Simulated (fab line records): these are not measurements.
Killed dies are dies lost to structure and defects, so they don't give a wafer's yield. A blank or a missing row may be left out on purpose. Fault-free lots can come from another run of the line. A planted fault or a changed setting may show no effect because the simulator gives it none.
A single fault, viewed from 2 desks :: flow nand harc :: each desk holds nothing but its own numbers, with what lay behind them at the end

== THE TOOL OWNER'S DESK: rie metal-03 ==
The tool's own readings at NHARC_A_WL_FILL_ETCHBACK_17 (etches the open film in Cl2/BCl3, target depth 4 nm, time 26.7 s): means of the sampled wafers that have a number, for each lot that ran on this tool. Marked OUT: a lot whose mean sits more than 4 standard deviations from the usual mean, which makes it out of limits; the brackets give that distance.
Columns: A = drypump motor current A at NHARC_A_WL_FILL_ETCHBACK_17, usual 5.70 A; B = oes product au at NHARC_A_WL_FILL_ETCHBACK_17, usual 1.008 a.u.; C = run length s at NHARC_A_WL_FILL_ETCHBACK_17, usual 48.1 s
lot: L598
first seen here: day 20 22:29
A: 5.89
B: 1.007
C: 48.0

lot: L597
first seen here: day 21 11:38
A: 5.90
B: 1.000
C: 47.8

lot: L606
first seen here: day 24 09:12
A: 5.89
B: 0.995
C: 43.3 (-11) OUT

lot: L607
first seen here: day 25 06:27
A: 5.88
B: 1.006
C: 43.2 (-12) OUT

lot: L615
first seen here: day 28 05:59
A: 5.92
B: 1.001
C: 47.8

lot: L617
first seen here: day 29 06:04
A: 5.90
B: 0.995
C: 48.1

lot: L620
first seen here: day 30 14:28
A: 5.92
B: 1.003
C: 48.0
This desk's finding: out of limits on L606, L607; first on L606, day 24 09:12 (run length s at NHARC_A_WL_FILL_ETCHBACK_17). In limits: L598, L597, L615, L617, L620.

== AT THE METROLOGY DESK ==
What the gauges read, lot by lot, whatever tool the lot ran on: means of the sampled wafers that have a number. Marked OUT: a lot whose mean sits more than 4 standard deviations from the usual mean, which makes it out of limits; the brackets give that distance.
Columns: A = cd nm at NHARC_A_SLIT_CD_MEAS_09, usual 299.8 nm
lot: L598
first seen here: day 19 20:18
A: 300.0

lot: L597
first seen here: day 20 05:31
A: 299.6

lot: L604
first seen here: day 23 08:34
A: 299.8

lot: L606
first seen here: day 23 08:43
A: 299.8

lot: L607
first seen here: day 24 05:42
A: 299.4

lot: L608
first seen here: day 24 10:11
A: 299.1

lot: L609
first seen here: day 24 19:08
A: 299.2

lot: L615
first seen here: day 27 04:56
A: 299.4

lot: L613
first seen here: day 27 05:41
A: 300.0

lot: L617
first seen here: day 28 03:43
A: 299.9

lot: L618
first seen here: day 28 21:46
A: 298.4

lot: L619
first seen here: day 28 21:56
A: 300.2

lot: L620
first seen here: day 29 13:34
A: 300.9
This desk found nothing out of limits on any of the 13 lots.

== ALL TOGETHER ==
An alarm could have come from the tool owner's desk at day 24 09:12, on L606, L607.
At the metrology desk, nothing out of limits was observed.
The metrology desk holds a record of L606, L607, inside its limits.
The lots listed all ran NHARC_A_WL_FILL_ETCHBACK_17 on rie metal-03.

== WHAT THE SIMULATOR HAD PUT IN ==
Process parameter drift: rie metal-03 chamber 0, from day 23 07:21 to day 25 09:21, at NHARC_A_WL_FILL_ETCHBACK_17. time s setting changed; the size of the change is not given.
Struck lots among those shown: L606, L607.
Hours from the fault's start to each desk's first reading out of limits: the tool owner's desk, 26.
